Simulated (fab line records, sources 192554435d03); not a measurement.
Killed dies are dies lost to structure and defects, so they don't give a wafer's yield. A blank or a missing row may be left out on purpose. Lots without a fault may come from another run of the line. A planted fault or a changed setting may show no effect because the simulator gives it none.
Which tool did it? | flow n5_finfet | 24 lots, 72 wafers sampled, at 4 steps of a route of 1938

WHAT THE GAUGES READ, wafer by wafer
N5_BEOL_M11_OVL_MEAS_12. Usual: M11_OVL 0.2 nm, standard deviation 0.69.
lot  | measured     | on         | M11_OVL (nm)   | flag
L074 | day 9 20:20  | overlay-01 | 1.1 0.4 -0.1   |
L076 | day 10 12:49 | overlay-01 | 0.7 -0.4 0.1   |
L075 | day 10 15:28 | overlay-02 | 0.5 0.3 1.5    |
L077 | day 10 23:16 | overlay-01 | 0.1 0.1 0.6    |
L078 | day 11 04:18 | overlay-02 | -0.3 -0.6 0.4  |
L079 | day 11 11:13 | overlay-02 | -1.0 0.6 0.3   |
L080 | day 11 16:55 | overlay-02 | -0.5 1.2 0.2   |
L081 | day 11 16:57 | overlay-02 | -0.6 -0.2 -1.4 |
L082 | day 11 23:16 | overlay-02 | -0.6 0.2 0.1   |
L083 | day 12 02:21 | overlay-01 | 1.9 1.4 0.7    |
L084 | day 12 15:13 | overlay-01 | 0.4 1.1 0.6    |
L085 | day 12 18:58 | overlay-02 | -0.1 0.2 0.7   |
L086 | day 12 21:16 | overlay-01 | -0.7 0.8 0.7   |
L087 | day 13 16:40 | overlay-01 | 0.1 0.4 1.1    |
L089 | day 13 18:43 | overlay-02 | -1.0 0.1 -1.2  |
L088 | day 14 02:02 | overlay-01 | 0.3 0.5 0.9    |
L091 | day 14 10:16 | overlay-01 | 0.1 -0.1 0.0   |
L090 | day 14 10:29 | overlay-02 | 0.1 -0.6 -0.1  |
L092 | day 14 16:02 | overlay-02 | 0.1 1.3 0.0    |
L093 | day 15 01:49 | overlay-02 | -0.5 -0.1 -0.8 |
L094 | day 15 11:08 | overlay-01 | 1.5 2.1 0.8    |
L095 | day 15 14:19 | overlay-01 | 1.2 1.0 0.8    |
L096 | day 15 22:50 | overlay-02 | 0.4 -0.4 -0.5  |
L097 | day 16 01:54 | overlay-01 | 0.4 1.3 1.1    |

N5_BEOL_M12_OVL_MEAS_11. Usual: V11_OVL 1 nm, standard deviation 4.7.
lot  | measured     | on         | V11_OVL (nm) | flag
L074 | day 10 02:07 | overlay-02 | -3 -10 -2    |
L076 | day 10 19:50 | overlay-01 | -5 1 -4      |
L075 | day 10 22:38 | overlay-02 | 3 -1 3       |
L077 | day 11 04:59 | overlay-01 | -1 -1 8      |
L078 | day 11 09:49 | overlay-01 | 1 4 1        |
L079 | day 11 18:25 | overlay-02 | -2 3 10      |
L080 | day 11 23:28 | overlay-01 | -7 1 3       |
L081 | day 11 23:19 | overlay-01 | -6 1 -3      |
L082 | day 12 06:25 | overlay-01 | -4 13 7      |
L083 | day 12 08:11 | overlay-02 | -2 13 0      |
L084 | day 12 20:08 | overlay-02 | 6 2 -3       |
L085 | day 13 01:44 | overlay-01 | -2 -6 3      |
L086 | day 13 02:59 | overlay-02 | -2 3 -6      |
L087 | day 13 22:08 | overlay-02 | 4 11 4       |
L089 | day 14 03:22 | overlay-02 | 2 1 -2       |
L088 | day 14 06:26 | overlay-02 | 1 -3 7       |
L091 | day 14 16:56 | overlay-02 | -1 2 5       |
L090 | day 14 17:08 | overlay-02 | 3 5 -1       |
L092 | day 14 23:32 | overlay-01 | -5 -9 -2     |
L093 | day 15 08:22 | overlay-02 | 0 -8 -10     |
L094 | day 15 15:41 | overlay-01 | 3 5 5        |
L095 | day 15 20:53 | overlay-02 | 1 -5 -2      |
L096 | day 16 04:17 | overlay-02 | -2 2 -2      |
L097 | day 16 08:50 | overlay-01 | 4 -2 7       |

WHICH TOOL RAN EACH LOT (tool, then ch and the chambers of the sampled wafers, then the start)
lot  | N5_BEOL_M11_DESCUM_16              | N5_BEOL_M11_ALD_74
L074 | rie_diel-02 ch 0,2,3, day 9 20:23  | ald_metal-03 ch 0,1,3, day 9 23:56
L076 | rie_diel-06 ch 1,2,3, day 10 12:52 | ald_metal-02 ch 0,1,2, day 10 16:10
L075 | rie_diel-02 ch 2,3, day 10 15:35   | ald_metal-02 ch 0,1,3, day 10 19:43
L077 | rie_diel-02 ch 0,1,3, day 10 23:19 | ald_metal-04 ch 1,3, day 11 01:53
L078 | rie_diel-02 ch 2,3, day 11 04:22   | ald_metal-04 ch 0,2,3, day 11 07:33
L079 | rie_diel-05 ch 0,2,3, day 11 11:17 | ald_metal-04 ch 0,2, day 11 15:10
L080 | rie_diel-02 ch 1,2,3, day 11 16:58 | ald_metal-03 ch 0,2,3, day 11 20:58
L081 | rie_diel-06 ch 0,2, day 11 17:03   | ald_metal-04 ch 0,2, day 11 20:46
L082 | rie_diel-02 ch 0,1,2, day 11 23:22 | ald_metal-04 ch 1,2,3, day 12 02:36
L083 | rie_diel-02 ch 1,3, day 12 02:24   | ald_metal-02 ch 2,3, day 12 06:06
L084 | rie_diel-02 ch 0,1,2, day 12 15:49 | ald_metal-02 ch 0,2,3, day 12 17:53
L085 | rie_diel-06 ch 0,2,3, day 12 19:02 | ald_metal-03 ch 0,2, day 12 21:36
L086 | rie_diel-06 ch 0,2,3, day 12 21:20 | ald_metal-03 ch 0,1,2, day 13 00:34
L087 | rie_diel-05 ch 0,2, day 13 17:01   | ald_metal-03 ch 1,3, day 13 19:59
L089 | rie_diel-05 ch 1,2,3, day 13 18:47 | ald_metal-03 ch 1,2, day 13 20:59
L088 | rie_diel-02 ch 1,2,3, day 14 02:05 | ald_metal-03 ch 0,2,3, day 14 04:13
L091 | rie_diel-02 ch 1,3, day 14 10:26   | ald_metal-03 ch 0,1,2, day 14 13:38
L090 | rie_diel-06 ch 0,1, day 14 10:32   | ald_metal-02 ch 1,2,3, day 14 13:46
L092 | rie_diel-05 ch 0,1,3, day 14 16:06 | ald_metal-03 ch 1,2,3, day 14 21:31
L093 | rie_diel-06 ch 0,1, day 15 01:52   | ald_metal-04 ch 1,2, day 15 04:28
L094 | rie_diel-05 ch 0,1, day 15 11:13   | ald_metal-04 ch 1,2,3, day 15 13:41
L095 | rie_diel-05 ch 1,2,3, day 15 14:27 | ald_metal-04 ch 1,3, day 15 17:53
L096 | rie_diel-02 ch 1,3, day 15 23:08   | ald_metal-02 ch 2,3, day 16 01:56
L097 | rie_diel-06 ch 0,2,3, day 16 01:58 | ald_metal-04 ch 0,1,3, day 16 06:12
- N5_BEOL_M11_DESCUM_16: chemistry O2, time 7.9 s.
- N5_BEOL_M11_ALD_74: deposits TaN, target thk 2 nm, pulse time 2 s, purge time 3 s.

WHAT THE TOOLS THEMSELVES READ (means of the sampled wafers that have a number; where no wafer has one, the mark that the record gives instead)
N5_BEOL_M11_DESCUM_16. Usual: drypump_motor_current_A 5.5 A, standard deviation 0.41; oes_product_au 0.77 a.u., standard deviation 0.06; rf_vpp_V 243.2 V, standard deviation 1.4; showerhead_plenum_p_Torr 2.09 Torr, standard deviation 0.08; throttle_valve_pct 20.35 %, standard deviation 0.19.
lot  | tool        | drypump_motor_current_A (A) | oes_product_au (a.u.) | rf_vpp_V (V) | showerhead_plenum_p_Torr (Torr) | throttle_valve_pct (%) | flag
L074 | rie_diel-02 | 5.5                         | 0.73                  | 242.4        | 2.10                            | 20.46                  |
L076 | rie_diel-06 | 5.3                         | 0.76                  | 242.6        | 2.07                            | 20.37                  |
L075 | rie_diel-02 | 5.6                         | 0.73                  | 243.7        | 2.12                            | 20.41                  |
L077 | rie_diel-02 | 5.5                         | 0.74                  | 242.4        | 2.08                            | 20.30                  |
L078 | rie_diel-02 | 5.8                         | 0.72                  | 242.9        | 2.09                            | 20.47                  |
L079 | rie_diel-05 | 5.4                         | 0.81                  | 244.0        | 2.15                            | 20.37                  |
L080 | rie_diel-02 | 5.8                         | 0.74                  | 243.3        | 2.06                            | 20.31                  |
L081 | rie_diel-06 | 5.5                         | 0.83                  | 245.1        | 2.18                            | 20.35                  |
L082 | rie_diel-02 | 5.7                         | 0.73                  | 242.3        | 2.04                            | 20.36                  |
L083 | rie_diel-02 | 5.9                         | 0.75                  | 242.9        | 2.04                            | 20.13                  |
L084 | rie_diel-02 | 5.6                         | 0.72                  | 242.6        | 2.04                            | 20.37                  |
L085 | rie_diel-06 | 5.6                         | 0.81                  | 242.4        | 2.08                            | 20.24                  |
L086 | rie_diel-06 | 5.6                         | 0.81                  | 242.4        | 2.08                            | 20.25                  |
L087 | rie_diel-05 | 5.4                         | 0.79                  | 244.4        | 2.17                            | 20.38                  |
L089 | rie_diel-05 | 5.4                         | 0.80                  | 244.3        | 2.15                            | 20.48                  |
L088 | rie_diel-02 | 5.8                         | 0.72                  | 243.0        | 2.06                            | 20.34                  |
L091 | rie_diel-02 | 5.8                         | 0.73                  | 241.9        | 2.04                            | 20.15                  |
L090 | rie_diel-06 | 5.3                         | 0.88                  | 243.0        | 2.08                            | 20.13                  |
L092 | rie_diel-05 | 5.7                         | 0.79                  | 244.0        | 2.12                            | 20.48                  |
L093 | rie_diel-06 | 5.4                         | 0.86                  | 242.9        | 2.08                            | 20.12                  |
L094 | rie_diel-05 | 5.9                         | 0.80                  | 242.3        | 2.12                            | 20.55                  |
L095 | rie_diel-05 | 5.4                         | 0.79                  | 243.1        | 2.15                            | 20.51                  |
L096 | rie_diel-02 | 5.7                         | 0.71                  | 244.5        | 2.09                            | 20.29                  |
L097 | rie_diel-06 | 5.6                         | 0.79                  | 242.1        | 2.07                            | 20.28                  |

N5_BEOL_M11_ALD_74. Usual: heater_power_w 440 W, standard deviation 55.
lot  | tool         | heater_power_w (W) | flag
L074 | ald_metal-03 | 421                |
L076 | ald_metal-02 | 403                |
L075 | ald_metal-02 | 415                |
L077 | ald_metal-04 | 399                |
L078 | ald_metal-04 | 421                |
L079 | ald_metal-04 | 476                |
L080 | ald_metal-03 | 461                |
L081 | ald_metal-04 | 474                |
L082 | ald_metal-04 | 421                |
L083 | ald_metal-02 | 411                |
L084 | ald_metal-02 | 419                |
L085 | ald_metal-03 | 514                |
L086 | ald_metal-03 | 466                |
L087 | ald_metal-03 | 406                |
L089 | ald_metal-03 | 481                |
L088 | ald_metal-03 | 461                |
L091 | ald_metal-03 | 462                |
L090 | ald_metal-02 | 420                |
L092 | ald_metal-03 | 449                |
L093 | ald_metal-04 | 447                |
L094 | ald_metal-04 | 425                |
L095 | ald_metal-04 | 454                |
L096 | ald_metal-02 | 416                |
L097 | ald_metal-04 | 445                |

THE ANSWER, worked out from the rows above alone
Rule: a lot is off if the mean of its wafers that have a number lies more than 3 standard deviations from the usual mean. A lot without any number at a reading at which 4 lots or more have one is off too. The other lots that the step has rows for count as sound. The gauges are gone through in route order, then the tools' own readings, and for those a lot's mean is taken as printed above. The first step at which some lot is off is used, and at that step the reading that is off furthest; a lot without a number counts as furthest.
No lot is off at any reading shown: from this, nothing can be told.

WHAT THE SIMULATOR HAD PUT IN
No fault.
